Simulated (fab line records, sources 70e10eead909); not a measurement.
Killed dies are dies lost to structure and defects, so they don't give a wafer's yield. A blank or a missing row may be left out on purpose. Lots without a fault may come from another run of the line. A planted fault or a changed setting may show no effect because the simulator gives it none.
Chamber matching | flow nand_harc | NHARC_A_CHANNEL_FILL_D1_ALD_25 on ald_hk-04: 4 sister chambers
The step deposits SiOx, target thk 60 nm, pulse time 10 s, ald cycles 600. 8 wafers are shown with their chamber, then 8 later ones without.

WAFERS WITH THEIR CHAMBER
wafer  | chamber | heater_power_w (W) | precursor_pulse_height_rel
L077.1 | 0       | 436                | 1.003
L077.3 | 2       | 438                | 1.012
L085.1 | 1       | 430                | 1.013
L085.6 | 1       | 431                | 1.001
L087.3 | 3       | 405                | 0.993
L087.4 | 2       | 437                | 1.005
L087.5 | 3       | 405                | 1.027
L096.2 | 0       | 441                | 1.000

WAFERS WITHOUT THEIR CHAMBER
wafer  | heater_power_w (W) | precursor_pulse_height_rel
L096.4 | 396                | 1.000
L096.1 | 397                | 0.977
L096.3 | 418                | 0.993
L096.5 | 408                | 1.017
L096.6 | 447                | 0.983
L097.4 | 403                | 0.994
L097.3 | 388                | 1.013
L097.5 | 432                | 1.015

WHICH CHAMBER EACH WENT THROUGH
wafer  | from the rows above     | in truth
L096.4 | 3                       | 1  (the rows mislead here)
L096.1 | 3                       | 3
L096.3 | can't be placed: 1 or 3 | 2
L096.5 | 3                       | 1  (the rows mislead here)
L096.6 | can't be placed: 0 or 2 | 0
L097.4 | 3                       | 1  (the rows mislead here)
L097.3 | 3                       | 3
L097.5 | 1                       | 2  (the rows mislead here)
Placed correctly: 2 of 8. Can't be placed from these rows: 2 (the true chamber is among the candidates in 1). Placed wrongly: 4.
How it was worked out, from the rows above alone: a wafer's distance from a chamber is the root of the sum, over the readings, of the square of ((its reading less the chamber's mean) divided by the reading's scatter). The wafer belongs to the nearest chamber; if the next one is less than 2 further off, it can't be placed. A chamber's mean is the mean of its shown wafers. The scatter: the root of (the sum of the squares of (reading less its chamber's mean) over the shown wafers, divided by (wafers less chambers)).
